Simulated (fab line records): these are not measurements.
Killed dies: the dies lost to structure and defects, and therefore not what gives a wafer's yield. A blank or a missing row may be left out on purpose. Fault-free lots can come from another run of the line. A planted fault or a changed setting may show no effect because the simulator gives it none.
Which tool was responsible? || flow n5_finfet || 11 lots, 33 wafers sampled, at 3 steps of a route of 1938

## WHAT EACH GAUGE READ, for each wafer
N5_PASSIVATION_OVL_MEAS_60.
{"lot": "L541", "measured": "day 11 09:07", "on": "overlay-01", "TV_OVL (nm)": "-12 -15 -9"}
{"lot": "L542", "measured": "day 12 03:55", "on": "overlay-02", "TV_OVL (nm)": "-9 -3 -6"}
{"lot": "L546", "measured": "day 13 02:50", "on": "overlay-02", "TV_OVL (nm)": "6 6 5"}
{"lot": "L547", "measured": "day 13 09:31", "on": "overlay-01", "TV_OVL (nm)": "-2 2 -3"}
{"lot": "L549", "measured": "day 13 18:47", "on": "overlay-01", "TV_OVL (nm)": "-10 -11 -13"}
{"lot": "L550", "measured": "day 14 07:33", "on": "overlay-01", "TV_OVL (nm)": "-8 -9 -9"}
{"lot": "L551", "measured": "day 14 12:52", "on": "overlay-02", "TV_OVL (nm)": "-6 -2 -7"}
{"lot": "L555", "measured": "day 15 21:44", "on": "overlay-02", "TV_OVL (nm)": "7 0 -6"}
{"lot": "L561", "measured": "day 17 04:14", "on": "overlay-02", "TV_OVL (nm)": "-1 -4 -3"}
{"lot": "L562", "measured": "day 17 13:32", "on": "overlay-01", "TV_OVL (nm)": "-13 -9 -13"}
{"lot": "L563", "measured": "day 18 10:32", "on": "overlay-02", "TV_OVL (nm)": "-7 -1 -2"}

## TOOL THAT RAN EACH LOT (tool first, then ch and the chambers of the sampled wafers, then the start)
{"lot": "L541", "N5_BEOL_M2_SPUTTER_96": "pvd_sputter-03, day 6 21:14", "N5_MIM_BOT_ETCH_STRIP_01": "rie_diel-06 ch 1,2, day 11 07:59"}
{"lot": "L542", "N5_BEOL_M2_SPUTTER_96": "pvd_sputter-01, day 7 02:42", "N5_MIM_BOT_ETCH_STRIP_01": "rie_diel-02 ch 0,1,3, day 12 02:49"}
{"lot": "L546", "N5_BEOL_M2_SPUTTER_96": "pvd_sputter-01, day 8 13:41", "N5_MIM_BOT_ETCH_STRIP_01": "rie_diel-05 ch 2,3, day 13 00:23"}
{"lot": "L547", "N5_BEOL_M2_SPUTTER_96": "pvd_sputter-02, day 8 16:53", "N5_MIM_BOT_ETCH_STRIP_01": "rie_diel-06 ch 1,3, day 13 08:28"}
{"lot": "L549", "N5_BEOL_M2_SPUTTER_96": "pvd_sputter-01, day 8 19:43", "N5_MIM_BOT_ETCH_STRIP_01": "rie_diel-05 ch 1,2, day 13 17:02"}
{"lot": "L550", "N5_BEOL_M2_SPUTTER_96": "pvd_sputter-01, day 9 16:35", "N5_MIM_BOT_ETCH_STRIP_01": "rie_diel-02 ch 2,3, day 14 06:22"}
{"lot": "L551", "N5_BEOL_M2_SPUTTER_96": "pvd_sputter-01, day 10 00:40", "N5_MIM_BOT_ETCH_STRIP_01": "rie_diel-06 ch 1,2,3, day 14 11:10"}
{"lot": "L555", "N5_BEOL_M2_SPUTTER_96": "pvd_sputter-03, day 11 05:25", "N5_MIM_BOT_ETCH_STRIP_01": "rie_diel-05 ch 1,2, day 15 20:39"}
{"lot": "L561", "N5_BEOL_M2_SPUTTER_96": "pvd_sputter-01, day 12 04:45", "N5_MIM_BOT_ETCH_STRIP_01": "rie_diel-06 ch 1,2,3, day 17 02:51"}
{"lot": "L562", "N5_BEOL_M2_SPUTTER_96": "pvd_sputter-01, day 12 19:42", "N5_MIM_BOT_ETCH_STRIP_01": "rie_diel-06 ch 0,3, day 17 11:07"}
{"lot": "L563", "N5_BEOL_M2_SPUTTER_96": "pvd_sputter-01, day 13 00:09", "N5_MIM_BOT_ETCH_STRIP_01": "rie_diel-05 ch 2,3, day 18 08:54"}
- N5_BEOL_M2_SPUTTER_96: material Cu, target thk 4.5 nm, time 8.29 s.
- N5_MIM_BOT_ETCH_STRIP_01: strips in O2.

## THE ANSWER, worked out from the rows above alone
Rule: usual is defined by the lots themselves. Put in order of their means at a reading, lots are off if they are a third of the lots or fewer, leave a main group of 4 or more, and stand apart from it by a gap of 3 or more times the standard deviation of the main group's means; of several such gaps the widest counts. The tables above print the reading to a certain number of digits; a main group whose means all agree to those digits is not used. Also off: a lot with no number at a reading for which 4 or more lots have one. Where the step has rows for the other lots, those lots are counted as sound.
None of the lots is off at any reading shown; this tells nothing.

## WHAT WAS PUT IN BY THE SIMULATOR
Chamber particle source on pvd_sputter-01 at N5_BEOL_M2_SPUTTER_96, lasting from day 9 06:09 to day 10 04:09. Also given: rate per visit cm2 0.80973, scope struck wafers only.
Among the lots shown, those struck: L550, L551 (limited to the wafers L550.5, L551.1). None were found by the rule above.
